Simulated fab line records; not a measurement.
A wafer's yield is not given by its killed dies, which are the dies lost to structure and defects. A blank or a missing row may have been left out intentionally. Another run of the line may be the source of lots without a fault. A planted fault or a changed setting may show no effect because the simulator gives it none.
A struck lot beside a sound one ; flow n5 finfet ; 14 out of 1938 route steps
Sound: wafers L352.1, L352.4, L352.5. Struck: wafers L337.3, L337.5, L337.6. The cause comes at the end.
Per side, at each step with rows, come the tool, then ch with its chambers, and then its first start. Under that, the readings that differ: sound wafers ; struck wafers ; difference of the means ; sigmas: that difference in standard deviations of wafers without a fault.
alike: a reading whose means differ by less than 2 such deviations, as well as words and numbers matching on both sides. not compared: withheld readings; readings where some wafer has no value; bounds like >300 that might hide an equal value; numbers whose values overlap and for which the record gives no deviation.
Wherever a step has rows on one side only, a row that says differs or no value, or a row with sigmas, the two part there. Non-overlapping numbers with no deviation appear without sigmas and do not part them. A reading missing from all wafers of one side parts the sides only when that side holds two or more wafers.

N5_MOL_CONTACT_COAG_CMP_28: polishes, stops on SiNx, t overpolish 0.85 s, target thk 14.522 nm.
  sound on cmp-03 ch 0,2,3, day 10 05:49; struck on cmp-03 ch 1,2,3, day 6 11:55
  alike: motor current A, retaining ring pressure frac, slurry filter dp kPa, slurry flow ml min, time to endpoint s
N5_MOL_CONTACT_COAG_THK_MEAS_29:
  sound on film metro-02 at day 10 06:04; struck on film metro-01 at day 6 12:08
  alike: MD_CAP_THK
N5_MOL_CONTACT_COAG_ALD_123: deposits SiNx, target thk 5 nm, pulse time 1 s, purge time 2 s.
  sound on ald sin-01 ch 0,1,3, day 10 06:10; struck on ald sin-03 ch 0,1,3, day 6 12:10
  alike: heater power w, precursor pulse height rel
then, 9 steps without rows for these wafers: N5_MOL_CONTACT_COAG_PECVD_31 (deposits SiO2 from TEOS/O2, target thk 46 nm, time 8.9 s); N5_MOL_CONTACT_COAG_COAT_75 (time 60 s, resist thk 60 nm); N5_MOL_CONTACT_COAG_COAT_76 (time 60 s, resist thk 10 nm); N5_MOL_CONTACT_COAG_COAT_77 (time 60 s, resist thk 10 nm); N5_MOL_CONTACT_COAG_COAT_78 (resist thk 40 nm); N5_MOL_CONTACT_COAG_EBR_80; N5_MOL_CONTACT_COAG_SOFTBAKE_79 (time 60 s); N5_MOL_CONTACT_COAG_EXPOSE_81 (exposes mask VG, defocus 0 nm); N5_MOL_CONTACT_COAG_PEB_82 (peb time 60 s).
N5_MOL_CONTACT_COAG_DEVELOP_83: develop time 30 s.
  struck on litho track-02, day 6 12:57; sound on litho track-02 ch 0, day 10 07:07
  no value came back on the struck wafers for chill plate temp C (C), develop time s (s); on the sound wafers chill plate temp C (C) reads 23.07 23.17 23.02
reading;sound;struck;difference;sigmas
model.CAR-EUV_of_MOL_CONTACT_COAG_COAT_78.thk nm (nm);39.6 39.6 39.6;40 40 39.8;+0;
N5_MOL_CONTACT_COAG_CD_MEAS_84: target cd 25.1 nm.
  sound on cd sem-02 ch 0, day 10 07:10; struck on cd sem-02 ch 0, day 6 13:01
reading;sound;struck;difference;sigmas
cd nm (nm);25.34 25.85 25.11;- - -;no value on the struck wafers;

## WHERE THEY PART
At N5_MOL_CONTACT_COAG_DEVELOP_83 first; at N5_MOL_CONTACT_COAG_CD_MEAS_84 last (within this record only).

WHY: the cause the simulator had injected
Whole step skipped at N5_MOL_CONTACT_COAG_DEVELOP_83 on litho track-02, starting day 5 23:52. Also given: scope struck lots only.
